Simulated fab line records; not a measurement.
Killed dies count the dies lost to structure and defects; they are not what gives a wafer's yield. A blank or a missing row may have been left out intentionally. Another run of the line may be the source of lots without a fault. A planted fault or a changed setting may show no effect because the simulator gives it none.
Matching of chambers | flow n5Finfet | rieDiel-04 running N5_FIN_SAQP_ETCH_67: 4 sister chambers
The step etches SiNx in CH3F/O2, target depth 30 nm. 4 wafers are shown with their chamber, then 9 later ones without.

## EACH WAFER AND ITS CHAMBER
wafer  | chamber | showerheadPlenumPTorr (Torr)
L078.1 | 2       | 1.91
L080.1 | 3       | 2.10
L080.2 | 1       | 2.07
L080.4 | 0       | 2.02

## WAFERS WHOSE CHAMBER IS MISSING
wafer  | showerheadPlenumPTorr (Torr)
L086.1 | 2.09
L086.2 | 2.01
L086.3 | 2.07
L093.1 | 1.90
L093.2 | 2.01
L093.6 | 1.90
L094.2 | 2.01
L094.5 | 1.90
L094.6 | 2.08

## EACH ONE'S CHAMBER
wafer  | from the rows above     | in truth
L086.1 | can't be placed: 3 or 1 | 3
L086.2 | 0                       | 0
L086.3 | 1                       | 1
L093.1 | 2                       | 2
L093.2 | 0                       | 0
L093.6 | 2                       | 2
L094.2 | 0                       | 0
L094.5 | 2                       | 2
L094.6 | can't be placed: 1 or 3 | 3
Correct placement for 7 of the 9. Cannot be placed on the basis of these rows: 2; the candidates contain the true chamber in 2. Number placed wrongly: 0.
How it was worked out, from the rows above alone: a wafer's distance from a chamber is the root of the sum, over the readings, of the square of ((its reading less the chamber's mean) divided by the reading's scatter). If the next closest chamber is less than 2 further off than the closest, the wafer can't be placed; otherwise it belongs to the closest. Each chamber's mean is taken over the wafers shown for it. The scatter: root of mean squared gap, hidden wafer to nearest shown wafer, with one shown wafer a chamber.
